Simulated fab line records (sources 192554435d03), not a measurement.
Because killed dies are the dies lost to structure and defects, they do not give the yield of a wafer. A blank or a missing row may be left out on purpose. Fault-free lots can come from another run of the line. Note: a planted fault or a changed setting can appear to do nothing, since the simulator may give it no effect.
fab line records | flow n5Finfet
[record] lots = 4 wafers = 12 lastDay = 17
route steps=1938 shown BEOL_M0_SAQP@657 BEOL_M0@715 BEOL_M4@1111
lots that met no fault: from a run of the same line without faults
startH: hours from the record's opening day to when the first of the lot's shown wafers began | waitH: hours from the lot's prior step to this one | " the same as in the row above | L1.1+2: one row covering several wafers at once | - no value present, or no start provided | * or withheld: withheld | < > ~ a bound
route shown NAME@n: names a module that has steps shown in the file, with the first one's number in the route | usual: mean/standard deviation taken from wafers without a fault | same: alike in all rows | chamber/n: place in a boat | sites: readings site by site | _std_site: how widely they spread, as a standard deviation | _edge_site: the outer-site mean with the inner-site mean subtracted | radiusMm: how far each site lies from the wafer's centre | mask NAME#n: copy n | behind: the most recent tool/chamber to have shaped the wafer | hold: the reason the lot was held/the length of the hold in hours/how it ended | device: the n, p or np transistor that did not switch | end of line: tests run on the same wafers once the route is complete | step lacking rows: just its recipe | killed: count of dies lost to structure and defects at first sort (not the wafer's yield) | map: the dies of a wafer, with x for killed, . for not killed, _ for no die there
set.NAME: the run value of the setting; set.NAME@STEP: its run value at that earlier step | model.NAME: the simulator's own value behind a step, which no gauge read
a table for each step, a row for each wafer; lots at some steps of the route
services: the hour from which a tool's chamber was out of use, counted from the record's first day as startH (under 0 if before that day), plus the number of hours and why
[[steps]]
[step N5_BEOL_M0_SAQP_STRIP_113]
[recipe] chemistry = CHF3/O2 resist = SiARC rfFrequencyHz = 6e+07
[step N5_BEOL_M0_SAQP_MANDREL_ETCH_20]
[recipe] targetDepthA = 600 chemistry = HBr/Cl2 target = a-Si stopOn = SiNx btTimeS = 10 maskMaterial = SOC overEtchFrac = 0.5 timeS = 30 pressureMtorr = 10 icpW = 800 biasW = 75 HBr_flow_sccm = 150 Cl2_flow_sccm = 80 ends = endPoint
[step N5_BEOL_M0_SAQP_STRIP_86]
[recipe] chemistry = N2/H2 powerW = 500 tempC = 40 pressureMtorr = 50 rfFrequencyHz = 6e+07 overashFraction = 0.3 biasPowerW = 28 h2Frac = 0.5 n2FlowSccm = 300 h2FlowSccm = 300
[step N5_BEOL_M0_SAQP_STRIP_115]
[recipe] chemistry = postEtchResidueRemover timeS = 60 tempC = 25 removerPh = withheld removerWaterWtPct = withheld removerFluorideWtPct = withheld
[step N5_BEOL_M0_SAQP_SRD_93]
[recipe] dry = ipaMarangoni timeS = 30 tempC = 23 rinseLiquid = diw
[step N5_BEOL_M0_SAQP_RECESS_114]
[recipe] chemistry = HF/NH3 target = SiO2 targetDepthA = 144 afsCycles = 3 tempC = 30 sublimationTempC = 180 sublimationTimeS = 60
[step N5_BEOL_M0_SAQP_SPACER1_ALD_98]
[recipe] material = SiO2 targetThkA = 128 tempC = 300 aldPrecursorFamily = BDEAS aldCoReactant = O2-plasma pulseTimeS = 1 purgeTimeS = 2 coReactantPurgeTimeS = 2 aldCycles = 138 pressureTorr = 2
[step N5_BEOL_M0_SAQP_SPACER1_ETCHBACK_99]
[recipe] chemistry = CHF3/O2 mode = anisotropicEtchback target = SiO2 targetDepthA = 154 timeS = 7.7 pressureMtorr = 30 sourceW = 650 biasW = 170 Ar_flow_sccm = 200 CHF3_flow_sccm = 50 O2_flow_sccm = 5 ionEnergyEv = 200
[step N5_BEOL_M0_SAQP_MANDREL1_REMOVE_100]
[recipe] chemistry = HBr/Cl2/O2 btTimeS = 10 target = a-Si stopOn = SiNx endpoint = OES-SiCl overEtchFrac = 0.85 icpW = 600 biasW = 30 HBr_flow_sccm = 150 Cl2_flow_sccm = 80 O2_flow_sccm = 5 pressureMtorr = 10
[step N5_BEOL_M0_SAQP_ETCH_101]
[recipe] chemistry = CH3F/O2 target = SiNx maskMaterial = SiO2 targetDepthA = 299 timeS = 42.7 pressureMtorr = 30 sourceW = 395 biasW = 73 Ar_flow_sccm = 150 CH3F_flow_sccm = 30 O2_flow_sccm = 20 ionEnergyEv = 120
[step N5_BEOL_M0_SAQP_ETCH_102]
[recipe] chemistry = CF4 target = SiO2 targetDepthA = 40 ionEnergyEv = 350 timeS = 4.4 pressureMtorr = 10 icpW = 800 biasW = 400 cf4FlowSccm = 80
[step N5_BEOL_M0_SAQP_MANDREL_ETCH_103]
[recipe] chemistry = HBr/Cl2 target = a-Si targetDepthA = 450 btTimeS = 10 stopOn = SiCN maskMaterial = SiO2 overEtchFrac = 0.8 timeS = 27 pressureMtorr = 10 icpW = 800 biasW = 75 HBr_flow_sccm = 150 Cl2_flow_sccm = 80 ends = endPoint
[usual] biasW = 75.01/0.22 drypumpMotorCurrentA = 5.7/0.41 oesProductAu = 0.679/0.015 rfFwdPowerW = 794/3.1 throttleValvePct = 35.27/0.27
// columns lot.wafer tool chamber startH waitH biasW drypumpMotorCurrentA oesProductAu rfFwdPowerW rfHoursCounterH throttleValvePct model.SiCN_of_BEOL_M0_SAQP_PECVD_03.thkNm
L654.1 rieSi-01 3 131.19 0.0 74.72 6.1 0.657 796 122 35.08 9
L654.3 " 2 " " 74.94 5.7 0.679 792 56 35.01 8.8
L654.6 " 2 " " 75.04 5.7 0.680 793 - 35.01 9
L656.2 rieSi-01 2 148.73 0.0 74.82 5.7 0.681 791 56 35.01 8.4
L656.4 " 1 " " 75.26 5.4 0.689 791 114 35.30 9.8
L656.5 " 1 " " 75.02 5.4 0.683 793 - 35.30 8.8
L657.1 rieSi-01 0 152.38 0.0 74.78 5.8 0.664 792 33 35.34 9.6
L657.2 " 2 " " 75.37 5.7 0.683 794 56 35.03 8.6
L657.6 " 1 " " 75.34 5.4 0.687 798 - 35.28 9
L671.1 rieSi-04 3 236.31 0.0 75.20 6.4 0.707 792 178 34.74 9.2
L671.4 " 1 " " 75.05 6.0 0.701 794 5 35.23 8.8
L671.6 " 0 " " 74.89 6.0 0.711 800 - 35.60 9
[step N5_BEOL_M0_SAQP_RECESS_104]
[recipe] chemistry = HF/NH3 target = SiO2 targetDepthA = 180 afsCycles = 3 tempC = 30 sublimationTempC = 180 sublimationTimeS = 60
[step N5_BEOL_M0_SAQP_COAT_105]
[recipe] resist = SOC tempC = 250 timeS = 60 spinRpm = 1500 resistThkNm = 100
[step N5_BEOL_M0_SAQP_ETCH_106]
[recipe] chemistry = N2/H2 target = SOC targetDepthA = 1500 stopOn = SiNx ionEnergyEv = 100 biasW = 61 pressureMtorr = 30 sourceW = 850 n2FlowSccm = 200 h2FlowSccm = 200
[step N5_BEOL_M0_SAQP_ETCH_107]
[recipe] chemistry = CH3F/O2 target = SiNx targetDepthA = 300 maskMaterial = SOC pressureMtorr = 30 sourceW = 395 biasW = 73 Ar_flow_sccm = 150 CH3F_flow_sccm = 30 O2_flow_sccm = 20 ionEnergyEv = 120
[step N5_BEOL_M0_SAQP_STRIP_108]
[recipe] chemistry = N2/H2 powerW = 500 tempC = 40 pressureMtorr = 50 rfFrequencyHz = 6e+07 overashFraction = 0.3 biasPowerW = 28 h2Frac = 0.5 n2FlowSccm = 300 h2FlowSccm = 300
[step N5_BEOL_M0_SAQP_RECESS_109]
[recipe] chemistry = HF/NH3 target = SiO2 targetDepthA = 30 afsCycles = 1 tempC = 30 sublimationTempC = 180 sublimationTimeS = 60
[usual] drypumpMotorCurrentA = 5.6/0.56
// columns lot.wafer tool chamber startH waitH drypumpMotorCurrentA model.SiCN_of_BEOL_M0_SAQP_PECVD_03.thkNm
L654.1 vaporEtch-02 1 132.11 0.0 6.4 8.6
L654.3 " 0 " " 5.0 8.4
L654.6 " 1 " " 6.4 8.8
L656.2 vaporEtch-01 1 149.66 0.0 5.4 8.2
L656.4 " 0 " " 5.8 9.4
L656.5 " 1 " " 5.4 8.6
L657.1 vaporEtch-02 1 153.30 0.0 6.4 9.4
L657.2 " 0 " " 4.9 8.2
L657.6 " 0 " " 5.0 8.8
L671.1 vaporEtch-01 0 237.18 0.0 5.8 8.8
L671.4 " 0 " " 5.8 8.4
L671.6 " 1 " " 5.4 8.6
[step N5_BEOL_M0_SAQP_SPACER2_ALD_26]
[recipe] material = SiO2 targetThkA = 150 tempC = 300 aldPrecursorFamily = BDEAS aldCoReactant = O2-plasma pulseTimeS = 1 purgeTimeS = 2 coReactantPurgeTimeS = 2 pressureTorr = 2
[step N5_BEOL_M0_SAQP_SPACER2_ETCHBACK_27]
[recipe] chemistry = CHF3/O2 mode = anisotropicEtchback target = SiO2 targetDepthA = 225 timeS = 11.25 pressureMtorr = 30 sourceW = 650 biasW = 170 Ar_flow_sccm = 200 CHF3_flow_sccm = 50 O2_flow_sccm = 5 ionEnergyEv = 200
[step N5_BEOL_M0_SAQP_MANDREL2_REMOVE_110]
[recipe] chemistry = HBr/Cl2/O2 btTimeS = 10 target = a-Si stopOn = SiCN endpoint = OES-SiCl overEtchFrac = 1 icpW = 600 biasW = 30 HBr_flow_sccm = 150 Cl2_flow_sccm = 80 O2_flow_sccm = 5 pressureMtorr = 10
[step N5_BEOL_M0_SAQP_COAT_69]
[recipe] resist = SOC tempC = 250 timeS = 60 spinRpm = 1500 resistThkNm = 90
[step N5_BEOL_M0_SAQP_COAT_72]
[recipe] resist = SiARC tempC = 220 timeS = 60 spinRpm = 1500 resistThkNm = 15
[step N5_BEOL_M0_SAQP_COAT_87]
[recipe] resist = underlayer tempC = 205 timeS = 60 spinRpm = 1500 resistThkNm = 5
[step N5_BEOL_M0_SAQP_COAT_34]
[recipe] resist = CAR-EUV spinRpm = 1500 resistThkNm = 30
[step N5_BEOL_M0_SAQP_EBR_36]
[recipe] solvent = PGMEA ebrWidthMm = 1.5
[step N5_BEOL_M0_SAQP_SOFTBAKE_35]
[recipe] tempC = 110 timeS = 60 resist = CAR-EUV
[step N5_BEOL_M0_SAQP_EXPOSE_37]
[recipe] maskId = M0_CUT1 na = 0.33 sourceShape = annular sigmaInner = 0.35 sigmaOuter = 0.8 polarization = unpolarized targetCdNm = 30 doseMj = 44.75
[step N5_BEOL_M0_SAQP_PEB_38]
[recipe] pebTempC = 100 pebTimeS = 60 resist = CAR-EUV
[step N5_BEOL_M0_SAQP_DEVELOP_39]
[recipe] developTimeS = 30 developer = TMAH resist = CAR-EUV rinseLiquid = surfactantRinse dry = airSpin devTempC = 23
[step N5_BEOL_M0_SAQP_DESCUM_45]
[recipe] chemistry = O2 timeS = 7 sourcePowerW = 50 biasPowerW = 20 pressureMtorr = 20 rfFrequencyHz = 2.712e+07 tempC = 40 resist = CAR-EUV o2FlowSccm = 225
[step N5_BEOL_M0_SAQP_ETCH_88]
[recipe] chemistry = N2/H2 target = underlayer targetDepthA = 65 timeS = 5.2 ionEnergyEv = 200 maskMaterial = CAR-EUV pressureMtorr = 30 sourceW = 840 biasW = 150 n2FlowSccm = 200 h2FlowSccm = 200 ends = cleared
[step N5_BEOL_M0_SAQP_ETCH_73]
[recipe] chemistry = CF4 target = SiARC targetDepthA = 195 maskMaterial = CAR-EUV timeS = 32.5 ionEnergyEv = 80 pressureMtorr = 40 sourceW = 545 biasW = 36 Ar_flow_sccm = 100 cf4FlowSccm = 100 ends = cleared
[step N5_BEOL_M0_SAQP_CUT_ETCH_46]
[recipe] chemistry = N2/H2 target = SOC targetDepthA = 1350 overetchA = 270 tempC = 40 timeS = 202.5 ionEnergyEv = 200 maskMaterial = SiARC pressureMtorr = 30 sourceW = 840 biasW = 150 n2FlowSccm = 200 h2FlowSccm = 200
[step N5_BEOL_M0_SAQP_STRIP_74]
[recipe] chemistry = N2/H2 tempC = 40 n2FlowSccm = 200 h2FlowSccm = 200 rfFrequencyHz = 6e+07
[step N5_BEOL_M0_SAQP_STRIP_89]
[recipe] chemistry = N2/H2 tempC = 40 n2FlowSccm = 200 h2FlowSccm = 200 rfFrequencyHz = 6e+07
[step N5_BEOL_M0_SAQP_ALD_48]
[recipe] material = SiO2 targetThkA = 200 tempC = 100 aldPrecursorFamily = BDEAS aldCoReactant = O2-plasma pulseTimeS = 1 coReactantPulseTimeS = 1 purgeTimeS = 2 coReactantPurgeTimeS = 2 aldCycles = 139 pressureTorr = 2
[step N5_BEOL_M0_ETCH_138]
[recipe] chemistry = CH3F/O2 targetDepthA = 120 target = SiCN timeS = 31.6 ionEnergyEv = 120 pressureMtorr = 30 sourceW = 395 biasW = 75 Ar_flow_sccm = 150 CH3F_flow_sccm = 30 O2_flow_sccm = 20 ends = cleared
[usual] biasW = 74.99/0.21 drypumpMotorCurrentA = 5.7/0.39 etchRfOnTimeS = 29.2/0.87 oesProductAu = 0.66/0.071 rfFwdPowerW = 385.9/1.7 rfVppV = 297.4/1.9 showerheadPlenumPTorr = 2.01/0.079 throttleValvePct = 16.28/0.2
// columns lot.wafer tool chamber startH waitH biasW drypumpMotorCurrentA etchRfOnTimeS oesProductAu rfFwdPowerW rfHoursCounterH rfVppV showerheadPlenumPTorr throttleValvePct model.etch.depthNm
L654.1 rieDiel-01 0 135.17 0.0 74.68 4.9 30.3 0.62 385.7 178 297.4 2.00 16.39 8.686
L654.3 " 2 " " 74.85 6.4 28.4 0.77 387.5 30 299.7 2.14 16.16 8.378
L654.6 " 2 " " 74.58 6.4 29.5 0.77 388.0 - 299.6 2.14 16.16 8.74
L656.2 rieDiel-02 1 153.07 0.0 75.07 5.7 27.3 0.68 385.9 124 293.8 1.94 16.23 8.147
L656.4 " 0 " " 75.17 5.3 32.3 0.63 383.4 177 297.0 2.00 16.25 9.483
L656.5 " 2 " " 74.96 5.9 29.7 0.60 385.2 - 295.3 1.90 16.63 8.522
L657.1 rieDiel-02 0 156.31 0.0 74.94 5.3 31.9 0.63 385.0 178 296.3 2.00 16.22 9.304
L657.2 " 3 " " 75.15 5.6 28.7 0.59 386.8 226 299.4 2.07 16.28 8.278
L657.6 " 3 " " 74.77 5.6 30.6 0.59 389.7 - 298.8 2.07 16.27 8.746
L671.1 rieDiel-02 1 240.00 0.0 74.73 5.6 29.7 0.65 384.2 158 295.3 1.93 16.27 8.808
L671.4 " 0 " " 75.35 5.3 28.2 0.62 386.1 - 296.2 1.99 16.33 8.381
L671.6 " 1 " " 74.80 5.6 28.9 0.65 384.5 - 293.4 1.93 16.27 8.584
[step N5_BEOL_M0_ETCH_128]
[recipe] chemistry = CF4/N2 targetDepthA = 120 overetchA = 51 target = SiCN timeS = 21.4 ionEnergyEv = 150 pressureMtorr = 40 sourceW = 430 biasW = 70 Ar_flow_sccm = 100 cf4FlowSccm = 60 n2FlowSccm = 60
[usual] biasW = 70.00/0.22 drypumpMotorCurrentA = 5.6/0.41 oesProductAu = 0.54/0.056 rfFwdPowerW = 425.4/1.9 rfVppV = 382.3/2.1 showerheadPlenumPTorr = 2.22/0.081 throttleValvePct = 15.38/0.2
// columns lot.wafer tool chamber startH waitH biasW drypumpMotorCurrentA oesProductAu rfFwdPowerW rfHoursCounterH rfVppV showerheadPlenumPTorr throttleValvePct model.etch.depthNm
L654.1 rieDiel-01 2 136.74 0.2 70.08 6.4 0.61 427.0 31 383.8 2.35 15.23 8.686
L654.3 " 3 " " 70.00 4.9 0.60 426.8 40 384.5 2.33 15.10 8.378
L654.6 " 3 " " 69.97 4.9 0.61 426.2 - 385.2 2.33 15.09 8.74
L656.2 rieDiel-02 2 155.01 0.0 70.29 5.9 0.47 424.4 215 378.8 2.09 15.74 8.147
L656.4 " 1 " " 70.02 5.6 0.57 425.0 125 380.1 2.14 15.29 9.483
L656.5 " 3 " " 69.96 5.6 0.48 425.8 - 382.5 2.29 15.41 8.522
L657.1 rieDiel-01 3 159.02 0.2 69.74 4.9 0.62 426.5 48 385.3 2.33 15.12 9.304
L657.2 " 2 " " 69.62 6.4 0.59 426.5 39 383.9 2.35 15.26 8.278
L657.6 " 0 " " 70.07 4.9 0.51 424.6 - 382.0 2.19 15.48 8.746
L671.1 rieDiel-04 3 242.95 0.0 69.99 5.8 0.50 423.9 191 382.1 2.20 15.43 8.808
L671.4 " 0 " " 70.29 5.7 0.60 425.7 50 385.9 2.33 15.18 8.381
L671.6 " 0 " " 70.52 5.7 0.61 427.1 - 386.1 2.33 15.17 8.584
[step N5_BEOL_M4_RC_MEAS_101]
[usual] DIBL_N = 36.7/1.8 DIBL_P = 37.0/2.4 IOFF_N = 0.17/0.036 IOFF_P = 0.22/0.042 ION_N = 673/12 ION_P = 462/8.5 SS_N = 71.7/0.62 SS_P = 73.4/0.65 VT_N = 250/3.7 VT_P = -250/3.7
// columns lot.wafer tool chamber startH waitH DIBL_N[mV/V] DIBL_P[mV/V] IOFF_N[nA/um] IOFF_P[nA/um] ION_N[uA/um] ION_P[uA/um] SS_N[mV/dec] SS_P[mV/dec] VT_N[mV] VT_P[mV]
L654.1 prober-02 0 214.80 0.0 35.1 36.3 0.14 0.18 658 455 71.5 73.6 254 -253
L654.3 " 0 " " 37.1 38.1 0.17 0.21 662 446 72.2 73.4 251 -252
L654.6 " 0 " " 36.7 38.1 0.17 0.20 670 457 71.6 73.6 248 -250
L657.1 prober-02 0 224.14 0.0 36.6 36.5 0.16 0.21 669 465 71.9 72.7 252 -247
L657.2 " 0 " " 34.9 35.1 0.13 0.19 663 464 71.6 73.0 250 -250
L657.6 " 0 " " 35.9 35.8 0.15 0.20 663 463 71.4 73.0 251 -251
L656.2 prober-01 0 233.38 0.2 35.0 34.8 0.13 0.18 665 455 71.8 72.8 254 -251
L656.4 " 0 " " 38.1 37.4 0.18 0.21 667 456 72.5 73.4 249 -250
L656.5 " 0 " " 36.5 36.2 0.16 0.20 670 456 70.9 73.3 251 -251
L671.1 prober-02 0 302.34 0.0 36.5 35.1 0.15 0.22 676 466 71.7 73.6 252 -247
L671.4 " 0 " " 35.2 32.7 0.12 0.19 675 467 71.4 72.6 252 -249
L671.6 " 0 " " 39.4 37.9 0.21 0.29 675 466 72.2 73.9 247 -241
[[services]]
// columns tool chamber startH hours kind
rieSi-01 1 107.74 7.3 repair
rieDiel-04 1 107.92 4.6 repair
rieDiel-04 0 112.71 - clean
rieDiel-04 0 112.71 - consumableReplace:focusRing
rieDiel-04 0 112.71 - consumableReplace:showerhead
rieDiel-04 0 112.71 17.8 scheduledDown
rieDiel-04 0 112.71 17.8 ventCycle
rieSi-04 2 121.91 6.5 repair
rieSi-01 2 139.71 5.5 repair
rieDiel-04 2 158.20 4.0 repair
rieSi-01 - 160.32 2.8 pm
rieDiel-04 1 175.91 66.9 repair
rieDiel-01 1 192.52 - clean
rieDiel-01 1 192.52 - consumableReplace:focusRing
rieSi-01 - 196.42 0.2 repair
vaporEtch-01 - 203.44 0.5 repair
rieDiel-01 - 218.42 14.6 pm
rieDiel-02 3 223.86 - clean
rieDiel-02 3 223.86 - consumableReplace:focusRing
rieDiel-02 3 223.86 20.6 scheduledDown
rieDiel-02 3 223.86 20.6 ventCycle
[[key]]
[firstSign] step = N5_BEOL_M0_ETCH_138 reading = etchRfOnTimeS direction = up sigmas = 3.3 usual = * struck = *
effect none on later readings
[modelEffect] step = N5_BEOL_M0_SAQP_MANDREL_ETCH_103 value = SiCN_of_BEOL_M0_SAQP_PECVD_03.thkNm without = 8.9 struck = 9.7
[modelEffect] step = N5_BEOL_M0_SAQP_RECESS_109 value = SiCN_of_BEOL_M0_SAQP_PECVD_03.thkNm without = 8.5 struck = 9.4
[modelEffect] step = N5_BEOL_M0_ETCH_138 value = etch.depthNm without = 8.495 struck = 9.394
[modelEffect] step = N5_BEOL_M0_ETCH_128 value = etch.depthNm without = 8.495 struck = 9.394
metAt N5_BEOL_M0_SAQP_MANDREL_ETCH_103
struckWafers L656.4,L657.1
onsetBetween 131.19 148.73
[fault] kind = processParameterDrift tool = rieSi-01 chamber = - onsetH = 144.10 steps = N5_BEOL_M0_SAQP_MANDREL_ETCH_103 channel = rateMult offset = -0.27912 shape = step endH = 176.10 scope = struckWafersOnly
